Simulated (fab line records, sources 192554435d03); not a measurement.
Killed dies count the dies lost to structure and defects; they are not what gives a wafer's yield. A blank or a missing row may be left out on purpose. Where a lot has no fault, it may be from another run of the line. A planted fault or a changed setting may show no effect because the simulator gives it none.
A struck lot beside a sound one + flow n5-finfet + 14 out of 1938 route steps
Sound: these wafers, L373.2, L373.3, L373.5. Wafers L362.3, L362.6 were the ones struck. Last of all comes the cause.
For every step that has rows: the tool of each side, followed by ch and its chambers, followed by its first start. Under that, the readings that differ: sound wafers + struck wafers + difference of the means + sigmas: that difference in standard deviations of wafers without a fault.
alike: same words and numbers on both sides, and readings whose means sit less than 2 such deviations apart. not compared: any withheld reading, any reading some wafer has no value for, any bound like >300 that may hide the same value, and any number with overlapping values for which the record gives no deviation.
The two part at a step that has a row with sigmas, a row that says differs or no value, or rows on one side only. Non-overlapping numbers with no deviation appear without sigmas and do not part them. Lack of a reading on every wafer of one side parts them only where that side has two or more wafers.

first, 2 steps without rows for these wafers: N5_BEOL_M8_PRECLEAN_42 (cleans in residue remover, time 60 s); N5_BEOL_M8_SRD_43 (time 30 s).
N5_BEOL_M8_CD_MEAS_35 targets a cd of 40 nm.
  struck on cd-sem-02, day 10 08:31; sound on cd-sem-02, day 13 06:15
  alike: cd-nm
N5_BEOL_M8_CURE_75: cures SiCOH lowk, time 120 s.
  sound on uv-cure-03 ch 1, day 13 06:20; struck on uv-cure-01 ch 2, day 10 08:40
  alike: lamp-power-pct, wafer_temp_C_max
N5_BEOL_M8_DEGAS_44: time 60 s.
  struck on pvd-sputter-01, day 10 11:55; sound on pvd-sputter-03, day 13 06:37
  alike: heater-power-w, susceptor-temp-C
N5_BEOL_M8_PRE_CLEAN_45: time 30 s.
  struck on pvd-sputter-01, day 10 11:58; sound on pvd-sputter-03, day 13 06:39
  alike: heater-power-w, susceptor-temp-C
N5_BEOL_M8_ALD_77: deposits TaN, target thk 2 nm, pulse time 2 s, purge time 3 s.
  sound on ald-metal-02 ch 0,2, day 13 06:43; struck on ald-metal-03 ch 2,3, day 10 12:01
| reading              | sound                | struck        | difference | sigmas |
|----------------------|----------------------|---------------|------------|--------|
| susceptor-temp-C (C) | 274.88 274.86 274.66 | 275.44 275.02 | +0.43      | +2     |
  alike: heater-power-w
  not compared: since-wet-clean-h
then, 4 steps without rows for these wafers: N5_BEOL_M8_SURFACE_TREAT_79; N5_BEOL_M8_CVD_78 (deposits Co from CCTBA/H2, target thk 2 nm, time 142.3 s); N5_BEOL_M8_SPUTTER_48 (material Cu, target thk 10 nm, time 1.667 s); N5_BEOL_M8_ECD_50 (material Cu, target thk 300 nm).
N5_BEOL_M8_ANNEAL_51: time 90 s.
  sound on rtp-anneal-01 ch 0, day 13 08:28; struck on rtp-anneal-01 ch 0, day 10 12:54
  alike: wafer_temp_C_max
N5_BEOL_M8_CMP_52: polishes, stops on SiCOH lowk, t overpolish 6.9 s, target thk 80 nm.
  sound on cmp-03 ch 0,1, day 13 08:46; struck on cmp-02 ch 3, day 10 13:07
| reading                                | sound          | struck    | difference | sigmas |
|----------------------------------------|----------------|-----------|------------|--------|
| barrier-field-endpoint-s (s)           | 29.5 28.8 30.3 | 15.3 15.5 | -14.1      | -21    |
| time-to-endpoint-s (s)                 | 61.8 59.3 64.0 | 34.0 32.7 | -28.3      | -11    |
| model.Cu_of_BEOL_M8_ECD_50.thk-nm (nm) | 79.2 78.6 80.2 | 76.6 75.2 | -3.4       |        |
  alike: motor-current-A, overpolish-run-s
N5_PASSIVATION_PROBE_49:
  sound wafers here have rows in the record (prober-01, day 16 08:40); struck ones have none

WHERE THEY PART
Earliest at N5_BEOL_M8_ALD_77; latest, in this record, at N5_PASSIVATION_PROBE_49.

WHY: the cause the simulator had injected
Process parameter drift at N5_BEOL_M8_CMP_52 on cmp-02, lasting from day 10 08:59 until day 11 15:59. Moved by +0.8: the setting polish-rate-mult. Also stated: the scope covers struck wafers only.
